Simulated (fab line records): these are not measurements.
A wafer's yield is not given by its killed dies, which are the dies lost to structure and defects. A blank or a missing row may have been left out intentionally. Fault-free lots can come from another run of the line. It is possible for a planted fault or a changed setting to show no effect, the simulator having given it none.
A struck lot beside a sound one / flow n5Finfet / 36 out of 1938 route steps
Sound: the wafers L877.2, L877.4, L877.6. Struck: wafer L894.1. (L894.2, L894.3 of the same lot were not struck and are left out.) The cause comes at the end.
Each step with rows lists, per side, the tool, then ch with its chambers, then its first start. Under that, the readings that differ: sound wafers / struck wafers / difference of the means / sigmas: that difference in standard deviations of wafers without a fault.
alike: readings with means less than 2 such deviations apart, plus words and numbers identical on both sides. not compared: withheld readings, readings lacking a value on some wafer, bounds such as >300 that could conceal the same value, and numbers that have no deviation in the record and whose values overlap.
A row with sigmas, a row that says differs or no value, or rows on one side alone: a step with any of these is where the two part. Numbers that don't overlap but have no deviation are shown without sigmas and don't part them. Lack of a reading on every wafer of one side parts them only where that side has two or more wafers.

first, 9 steps without rows for these wafers: N5_PMOS_HMC_CHANNEL_EPI_COAT_31 (time 60 s, resist thk 66 nm); N5_PMOS_HMC_CHANNEL_EPI_COAT_03 (resist thk 205 nm); N5_PMOS_HMC_CHANNEL_EPI_EBR_05; N5_PMOS_HMC_CHANNEL_EPI_SOFTBAKE_04 (time 60 s); N5_PMOS_HMC_CHANNEL_EPI_EXPOSE_06 (exposes mask PMOS HMC BLK, target cd 240 nm); N5_PMOS_HMC_CHANNEL_EPI_PEB_07 (peb time 60 s); N5_PMOS_HMC_CHANNEL_EPI_DEVELOP_08 (develop time 30 s); N5_PMOS_HMC_CHANNEL_EPI_DESCUM_14 (chemistry O2, time 7.9 s); N5_PMOS_HMC_CHANNEL_EPI_ETCH_32 (etches BARC in N2/H2, stops on SiO2, target depth 85.8 nm, time 50.3 s).
N5_PMOS_HMC_CHANNEL_EPI_HM_OPEN_15: chemistry CHF3/O2, target SiO2, target depth 40.6 nm, time 20.3 s.
  sound on rieDiel-04 ch 0,1,3, day 2 12:28; struck on rieDiel-04 ch 2, day 6 18:08
  alike: drypumpMotorCurrentA, oesProductAu, rfVppV, showerheadPlenumPTorr, throttleValvePct
  not compared: rfHoursCounterH
then, 25 steps without rows for these wafers: N5_PMOS_HMC_CHANNEL_EPI_STRIP_33 (strips in N2/H2); N5_PMOS_HMC_CHANNEL_EPI_STRIP_17 (strips in SPM, time 750 s); N5_PMOS_HMC_CHANNEL_EPI_ETCH_38 (etches SiO2 in CF4, target depth 1.5 nm); N5_PMOS_HMC_CHANNEL_EPI_FIN_RECESS_16 (chemistry HBr/Cl2, target Si, target depth 54 nm, time 18 s); N5_PMOS_HMC_CHANNEL_EPI_PRECLEAN_36 (cleans in O3/DIW, time 45 s); N5_PMOS_HMC_CHANNEL_EPI_PRECLEAN_18 (cleans in DHF, time 30 s); N5_PMOS_HMC_CHANNEL_EPI_SRD_19 (time 30 s); N5_PMOS_HMC_CHANNEL_EPI_EPI_20 (deposits SiGe30, target thk 59 nm); N5_PMOS_HMC_CHANNEL_EPI_HM_STRIP_35 (strips SiO2 in dHF, material SiO2, target depth 39.6 nm, time 216 s); N5_PMOS_HMC_CHANNEL_EPI_SRD_39 (time 30 s); N5_PMOS_HMC_CHANNEL_EPI_CMP_21 (polishes SiGe30, target thk 54 nm); N5_PMOS_HMC_CHANNEL_EPI_PRECLEAN_40 (cleans in DHF, time 30 s); N5_PMOS_HMC_CHANNEL_EPI_PRECLEAN_37 (cleans in O3/DIW, time 45 s); N5_PMOS_HMC_CHANNEL_EPI_PRECLEAN_24 (cleans in DHF, time 30 s); N5_PMOS_HMC_CHANNEL_EPI_SRD_25 (time 30 s); N5_PMOS_HMC_CHANNEL_EPI_EPI_26 (deposits Si from SiH4/H2, target thk 3.8 nm, time 22.7 s); N5_FIN_SAQP_PRECLEAN_42 (cleans in O3/DIW, time 60 s); N5_FIN_SAQP_PRECLEAN_00 (cleans in SC1, time 60 s); N5_FIN_SAQP_PRECLEAN_44 (cleans in SC2, time 45 s); N5_FIN_SAQP_SRD_01 (time 30 s); N5_FIN_SAQP_ALD_61 (deposits SiO2, target thk 4 nm, pulse time 1 s, purge time 2 s); N5_FIN_SAQP_DENSIFY_62 (time 60 s); N5_FIN_SAQP_HM_DEP_03 (deposits SiNx from SiH4/NH3/N2, target thk 38 nm, time 33.6 s); N5_FIN_SAQP_PECVD_47 (deposits a-Si from SiH4/He, target thk 45 nm, time 36.3 s); N5_FIN_SAQP_PECVD_48 (deposits SiNx from SiH4/NH3/N2, target thk 25 nm, time 22.1 s).
-- here the record skips 11 days between the struck wafers' starts before and after, leaving off in module FIN_SAQP and picking up in module PASSIVATION (first step shown: number 1936 of the route) --
N5_PASSIVATION_PROBE_49:
  rows exist in the record for the struck wafers here (prober-01, day 17 17:59), but not for the sound ones

WHERE THEY PART
Within this record, at N5_PASSIVATION_PROBE_49 only.

WHY: what had been put in by the simulator
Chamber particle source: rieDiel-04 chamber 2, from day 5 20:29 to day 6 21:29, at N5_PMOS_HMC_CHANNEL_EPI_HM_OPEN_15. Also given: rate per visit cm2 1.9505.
